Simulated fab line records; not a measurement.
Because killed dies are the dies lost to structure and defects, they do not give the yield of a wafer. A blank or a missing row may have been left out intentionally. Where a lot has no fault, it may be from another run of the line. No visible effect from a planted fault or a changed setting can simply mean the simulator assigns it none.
Matching of chambers / flow n5_finfet / N5_FIN_CUT_CUT_ETCH_15 on rie_si-03: 4 sister chambers
The step etches Si in HBr/Cl2/O2, target depth 100 nm, bt time 10 s, time 42.4 s. 16 wafers are shown with their chamber, then 8 later ones without.

== WAFERS PAIRED WITH THEIR CHAMBERS ==
wafer=L076.3; chamber=2; drypump_motor_current_A (A)=5.8; throttle_valve_pct (%)=36.81; oes_product_au (a.u.)=1.008
wafer=L076.4; chamber=0; drypump_motor_current_A (A)=6.3; throttle_valve_pct (%)=36.92; oes_product_au (a.u.)=1.003
wafer=L076.5; chamber=0; drypump_motor_current_A (A)=6.4; throttle_valve_pct (%)=36.92; oes_product_au (a.u.)=1.012
wafer=L077.3; chamber=3; drypump_motor_current_A (A)=5.8; throttle_valve_pct (%)=36.84; oes_product_au (a.u.)=1.020
wafer=L077.4; chamber=1; drypump_motor_current_A (A)=5.2; throttle_valve_pct (%)=37.22; oes_product_au (a.u.)=0.987
wafer=L077.5; chamber=3; drypump_motor_current_A (A)=5.8; throttle_valve_pct (%)=36.85; oes_product_au (a.u.)=1.019
wafer=L078.1; chamber=0; drypump_motor_current_A (A)=6.3; throttle_valve_pct (%)=36.92; oes_product_au (a.u.)=1.011
wafer=L078.3; chamber=2; drypump_motor_current_A (A)=5.8; throttle_valve_pct (%)=36.82; oes_product_au (a.u.)=1.020
wafer=L078.5; chamber=0; drypump_motor_current_A (A)=6.3; throttle_valve_pct (%)=36.94; oes_product_au (a.u.)=1.016
wafer=L080.2; chamber=2; drypump_motor_current_A (A)=5.8; throttle_valve_pct (%)=36.79; oes_product_au (a.u.)=1.013
wafer=L080.4; chamber=3; drypump_motor_current_A (A)=5.8; throttle_valve_pct (%)=36.85; oes_product_au (a.u.)=1.019
wafer=L080.6; chamber=0; drypump_motor_current_A (A)=6.4; throttle_valve_pct (%)=36.94; oes_product_au (a.u.)=1.012
wafer=L081.2; chamber=0; drypump_motor_current_A (A)=6.3; throttle_valve_pct (%)=36.94; oes_product_au (a.u.)=1.011
wafer=L081.3; chamber=3; drypump_motor_current_A (A)=5.8; throttle_valve_pct (%)=36.86; oes_product_au (a.u.)=1.016
wafer=L081.5; chamber=0; drypump_motor_current_A (A)=6.3; throttle_valve_pct (%)=36.94; oes_product_au (a.u.)=1.013
wafer=L082.1; chamber=0; drypump_motor_current_A (A)=6.4; throttle_valve_pct (%)=36.93; oes_product_au (a.u.)=1.009

SIGNATURES (means of the wafers above)
reading=drypump_motor_current_A; chamber 0=6.338; chamber 1=5.200; chamber 2=5.800; chamber 3=5.800; scatter within a chamber=0.0395
reading=throttle_valve_pct; chamber 0=36.9312; chamber 1=37.2200; chamber 2=36.8067; chamber 3=36.8500; scatter within a chamber=0.0106
reading=oes_product_au; chamber 0=1.01087; chamber 1=0.98700; chamber 2=1.01367; chamber 3=1.01850; scatter within a chamber=0.00388
Rule: for each reading, subtract the chamber's mean from the wafer's reading, divide by that reading's scatter and square the result; add these up over the readings and take the root, which gives the wafer's distance from the chamber. If the next closest chamber is less than 2 further off than the closest, the wafer can't be placed; otherwise it belongs to the closest. The scatter: the root of (the sum of the squares of (reading less its chamber's mean) over the shown wafers, divided by (wafers less chambers)).

== WAFERS WITHOUT THEIR CHAMBER ==
wafer=L082.4; drypump_motor_current_A (A)=5.8; throttle_valve_pct (%)=36.86; oes_product_au (a.u.)=1.012
wafer=L082.6; drypump_motor_current_A (A)=6.4; throttle_valve_pct (%)=36.94; oes_product_au (a.u.)=1.007
wafer=L090.1; drypump_motor_current_A (A)=5.8; throttle_valve_pct (%)=36.85; oes_product_au (a.u.)=1.022
wafer=L090.2; drypump_motor_current_A (A)=6.3; throttle_valve_pct (%)=36.93; oes_product_au (a.u.)=1.006
wafer=L090.6; drypump_motor_current_A (A)=6.3; throttle_valve_pct (%)=36.94; oes_product_au (a.u.)=1.017
wafer=L096.1; drypump_motor_current_A (A)=6.3; throttle_valve_pct (%)=36.94; oes_product_au (a.u.)=1.019
wafer=L096.2; drypump_motor_current_A (A)=5.8; throttle_valve_pct (%)=36.80; oes_product_au (a.u.)=1.017
wafer=L096.4; drypump_motor_current_A (A)=5.2; throttle_valve_pct (%)=37.21; oes_product_au (a.u.)=0.979

== THE CHAMBER EACH PASSED THROUGH ==
wafer=L082.4; from the rows above=3; in truth=3
wafer=L082.6; from the rows above=0; in truth=0
wafer=L090.1; from the rows above=3; in truth=3
wafer=L090.2; from the rows above=0; in truth=0
wafer=L090.6; from the rows above=0; in truth=0
wafer=L096.1; from the rows above=0; in truth=0
wafer=L096.2; from the rows above=2; in truth=2
wafer=L096.4; from the rows above=1; in truth=1
Placed correctly: 8 of 8. Left unplaced by these rows: 0. 0 placed wrongly.
